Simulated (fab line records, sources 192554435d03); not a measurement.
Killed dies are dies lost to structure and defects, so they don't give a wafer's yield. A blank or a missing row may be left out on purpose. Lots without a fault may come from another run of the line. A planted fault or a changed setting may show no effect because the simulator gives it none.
Chamber matching | flow n5_finfet | N5_STI_FIN_REVEAL_ALD_00 on ald_sin-03: 4 sister chambers
The step deposits SiO2, target thk 1 nm, pulse time 1 s. 8 wafers are shown with their chamber, then 10 later ones without.

WAFERS WITH THEIR CHAMBER
wafer  | chamber | heater_power_w (W) | precursor_pulse_height_rel
L083.3 | 1       | 489                | 1.023
L085.1 | 3       | 541                | 1.013
L085.5 | 0       | 421                | 0.999
L088.1 | 2       | 484                | 0.967
L088.2 | 3       | 552                | 1.015
L088.3 | 1       | 477                | 1.017
L088.4 | 0       | 427                | 1.015
L088.5 | 2       | 473                | 0.975

WAFERS WITHOUT THEIR CHAMBER
wafer  | heater_power_w (W) | precursor_pulse_height_rel
L088.6 | 477                | 1.030
L093.2 | 426                | 0.968
L093.4 | 490                | 1.019
L093.6 | 485                | 0.994
L095.2 | 478                | 0.969
L095.4 | 486                | 0.971
L095.6 | 483                | 0.974
L097.2 | 479                | 0.990
L097.3 | 557                | 1.021
L097.5 | 427                | 1.024

WHICH CHAMBER EACH WENT THROUGH
wafer  | from the rows above     | in truth
L088.6 | 1                       | 1
L093.2 | can't be placed: 0 or 2 | 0
L093.4 | 1                       | 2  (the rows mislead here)
L093.6 | can't be placed: 2 or 1 | 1
L095.2 | 2                       | 2
L095.4 | 2                       | 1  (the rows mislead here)
L095.6 | 2                       | 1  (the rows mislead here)
L097.2 | can't be placed: 2 or 1 | 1
L097.3 | 3                       | 3
L097.5 | 0                       | 0
Placed correctly: 4 of 10. Can't be placed from these rows: 3 (the true chamber is among the candidates in 3). Placed wrongly: 3.
How it was worked out, from the rows above alone: a wafer's distance from a chamber is the root of the sum, over the readings, of the square of ((its reading less the chamber's mean) divided by the reading's scatter). The wafer belongs to the nearest chamber; if the next one is less than 2 further off, it can't be placed. A chamber's mean is the mean of its shown wafers. The scatter: the root of (the sum of the squares of (reading less its chamber's mean) over the shown wafers, divided by (wafers less chambers)).
